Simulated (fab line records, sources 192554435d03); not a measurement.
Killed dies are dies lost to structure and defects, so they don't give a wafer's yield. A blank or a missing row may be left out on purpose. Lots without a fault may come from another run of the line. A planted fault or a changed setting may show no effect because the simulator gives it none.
Split-lot experiment | flow n5_finfet | 7 lots, 21 wafers read, on a route of 1938 steps

THE SPLIT
At N5_MIM_TOP_ETCH_PECVD_03 (deposits SiNx from SiH4/NH3/N2, target thk 20 nm, time 17.6 s), the setting time_s was moved away from the recipe's 17.6 s on 8 of the 21 wafers read, by -10.0% to +13.0%. The other wafers ran this setting at the recipe's value.

FROM THE SPLIT TO THE READING: what the file shows between them, 4 steps
- N5_MIM_BOT_LITHO_HMDS_01: time 60 s
- N5_MIM_BOT_LITHO_COAT_02
- N5_MIM_BOT_ETCH_ETCH_00: etches TiN in Cl2/BCl3, target depth 45.5 nm
- N5_MIM_BOT_ETCH_STRIP_01: strips in O2

THE READING
SiNx_of_MIM_TOP_ETCH_PECVD_03.thk_nm (the simulator's own value, which no gauge read), in nm, at N5_MIM_BOT_ETCH_STRIP_02 (strips in post etch residue remover, time 1200 s). The file gives no usual value for it. The 13 wafers here that ran the recipe average 19.5 nm, standard deviation 0.23 nm.

wafer  | tool, chamber at the split | time_s as run, s | against the recipe | SiNx_of_MIM_TOP_ETCH_PECVD_03.thk_nm, nm | against lot-mates on the recipe
L080.2 | pecvd-03, 1                | 17.6             | recipe             | 19.2                                     | -
L080.3 | pecvd-03, 0                | 16.22            | -7.8%              | 17.6                                     | -1.8
L080.4 | pecvd-03, 0                | 17.6             | recipe             | 19.6                                     | -
L084.1 | pecvd-02, 2                | 17.6             | recipe             | 19.6                                     | -
L084.3 | pecvd-02, 1                | 16.11            | -8.5%              | 18                                       | -1.6
L084.4 | pecvd-02, 0                | 16.11            | -8.5%              | 17.8                                     | -1.8
L091.2 | pecvd-04, 0,1              | 16.25            | -7.7%              | 18                                       | -1.8
L091.6 | pecvd-04, 0,1              | 16.25            | -7.7%              | 18                                       | -1.8
L091.4 | pecvd-04, 0                | 17.6             | recipe             | 19.8                                     | -
L095.1 | pecvd-03, 2                | 17.6             | recipe             | 19.8                                     | -
L095.3 | pecvd-03, 0                | 17.6             | recipe             | 19.4                                     | -
L095.6 | pecvd-03, 2                | 15.84            | -10.0%             | 18.2                                     | -1.4
L093.1 | pecvd-04, 1                | 17.6             | recipe             | 19.2                                     | -
L093.3 | pecvd-04, 0                | 19.88            | +13.0%             | 22                                       | +2.5
L093.5 | pecvd-04, 2                | 17.6             | recipe             | 19.8                                     | -
L096.1 | pecvd-02, 1                | 18.27            | +3.8%              | 20                                       | +0.4
L096.2 | pecvd-02, 0                | 17.6             | recipe             | 19.4                                     | -
L096.4 | pecvd-02, 1                | 17.6             | recipe             | 19.8                                     | -
L097.1 | pecvd-02, 0                | 17.6             | recipe             | 19.2                                     | -
L097.2 | pecvd-02, 1,2              | 17.6             | recipe             | 19.4                                     | -
L097.3 | pecvd-02, 1,2              | 17.6             | recipe             | 19.4                                     | -
Where a row lists several chambers, the file gives one row for several wafers and doesn't say which wafer went through which chamber.

THE FIT
A straight line over all 21 wafers: SiNx_of_MIM_TOP_ETCH_PECVD_03.thk_nm changes by +0.185 nm for each +1% of time_s; r = +0.97; the points scatter about the line by 0.26 nm.
The same after taking each lot's own level away (the mean of its wafers on the recipe; 21 wafers): +0.194 nm for each +1%; r = +0.97; scatter 0.24 nm.
On that fit, the largest move of time_s shifts the reading by 2.5 nm.
The lots' own levels span 19.33 to 19.80 nm, that is 2.0 times the standard deviation above.
So the lot-to-lot level changes the slope little: the two slopes agree.
Check: with one of the wafers moved furthest among these (+13.0%) left out of the fit, the line predicts +2.44 nm for it against its lot-mates. It came out at +2.5 nm against them.

OTHER SPLITS ON THESE WAFERS
These wafers also went through other splits before the reading. Each is held against what the fit with the lots' levels taken away leaves over:
other split on the same wafers | wafers away from the commonest value | r with SiNx_of_MIM_TOP_ETCH_PECVD_03.thk_nm (lot level and that fit taken away)
N5_BEOL_M13_ILD_DEP_00 time_s  | 3                                    | -0.18
N5_BEOL_M13_COAT_04 spin_rpm   | 6                                    | -0.25
N5_BEOL_M13_SPUTTER_43 time_s  | 5                                    | +0.51
N5_BEOL_M15_ETCH_59 time_s     | 10                                   | +0.32

THE WHOLE CHAIN: every reading that the file lists as answering this split, in the file's order
step                     | what it does                                                  | reading                                                                               | change (the file's fit)               | r (the file's)
N5_MIM_TOP_ETCH_PECVD_03 | deposits SiNx from SiH4/NH3/N2, target thk 20 nm, time 17.6 s | SiNx_of_MIM_TOP_ETCH_PECVD_03.thk_nm (the simulator's own value, which no gauge read) | +0.183 nm for each +1% of the setting | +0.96
N5_MIM_BOT_ETCH_STRIP_02 | strips in post etch residue remover, time 1200 s              | SiNx_of_MIM_TOP_ETCH_PECVD_03.thk_nm (the simulator's own value, which no gauge read) | +0.19 nm for each +1% of the setting  | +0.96

THE FILE'S OWN FIT
SiNx_of_MIM_TOP_ETCH_PECVD_03.thk_nm changes by +0.19 nm for each +1% of time_s, r = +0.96.
